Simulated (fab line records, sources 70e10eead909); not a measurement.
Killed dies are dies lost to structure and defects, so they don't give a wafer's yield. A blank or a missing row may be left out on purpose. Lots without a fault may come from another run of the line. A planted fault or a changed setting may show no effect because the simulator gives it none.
Which tool did it? | flow nand_harc | 12 lots, 36 wafers sampled, at 3 steps of a route of 1159

WHAT THE GAUGES READ, wafer by wafer
NHARC_A_CONTACT_INSPECT_10.
lot  | measured     | on                | raw_defect_count
L075 | day 17 05:59 | defect_inspect-01 | 28 22 21
L078 | day 17 11:15 | defect_inspect-01 | 25 16 28
L079 | day 18 11:09 | defect_inspect-01 | 39 32 30
L081 | day 19 00:43 | defect_inspect-02 | 9 11 11
L083 | day 19 05:13 | defect_inspect-02 | 15 16 12
L086 | day 19 21:56 | defect_inspect-02 | 23 24 33
L089 | day 20 04:41 | defect_inspect-01 | 46 47 48
L088 | day 20 15:50 | defect_inspect-01 | 12 14 13
L091 | day 21 07:16 | defect_inspect-02 | 34 32 41
L094 | day 21 15:16 | defect_inspect-02 | 37 34 33
L097 | day 22 15:27 | defect_inspect-02 | 37 50 55
L096 | day 22 20:17 | defect_inspect-01 | 44 42 45

WHICH TOOL RAN EACH LOT (tool, then ch and the chambers of the sampled wafers, then the start)
lot  | NHARC_A_CONTACT_ETCH_120             | NHARC_A_CONTACT_ETCH_131
L075 | har_cap_etch-01 ch 0,1, day 16 17:14 | har_cap_etch-01 ch 0,1, day 17 01:28
L078 | har_cap_etch-02 ch 0,1, day 17 00:11 | har_cap_etch-03 ch 0,1, day 17 07:16
L079 | har_cap_etch-01 ch 0,1, day 17 19:19 | har_cap_etch-02 ch 0,1, day 18 04:19
L081 | har_cap_etch-01 ch 0,1, day 18 12:14 | har_cap_etch-03 ch 0,1, day 18 19:13
L083 | har_cap_etch-02 ch 0,1, day 18 16:59 | har_cap_etch-03 ch 0,1, day 19 00:08
L086 | har_cap_etch-03 ch 1, day 19 10:02   | har_cap_etch-02 ch 0,1, day 19 17:47
L089 | har_cap_etch-03 ch 0,1, day 19 17:19 | har_cap_etch-02 ch 0,1, day 20 00:16
L088 | har_cap_etch-03 ch 0,1, day 20 02:31 | har_cap_etch-01 ch 0,1, day 20 10:40
L091 | har_cap_etch-01 ch 0,1, day 20 19:24 | har_cap_etch-03 ch 0,1, day 21 02:24
L094 | har_cap_etch-01 ch 0, day 21 00:20   | har_cap_etch-02 ch 0,1, day 21 10:07
L097 | har_cap_etch-03 ch 1, day 22 03:16   | har_cap_etch-03 ch 0,1, day 22 10:26
L096 | har_cap_etch-01 ch 0,1, day 22 07:34 | har_cap_etch-02 ch 0,1, day 22 15:52
- NHARC_A_CONTACT_ETCH_120: etches the open film in C4F8/O2/Ar, time 94 s, target depth 922 nm.
- NHARC_A_CONTACT_ETCH_131: etches the open film in C4F8/O2/Ar, time 155 s, target depth 956 nm.

THE ANSWER, worked out from the rows above alone
Rule: what is usual is taken from the lots themselves. Put in order of their means at a reading, lots are off if they are a third of the lots or fewer, leave a main group of 4 or more, and stand apart from it by a gap of 3 or more times the standard deviation of the main group's means; of several such gaps the widest counts. A main group whose means are all the same, to the digits that the tables above print for the reading, isn't used. A lot without any number at a reading at which 4 lots or more have one is off too. The other lots that the step has rows for count as sound.
No lot is off at any reading shown: from this, nothing can be told.

WHAT THE SIMULATOR HAD PUT IN
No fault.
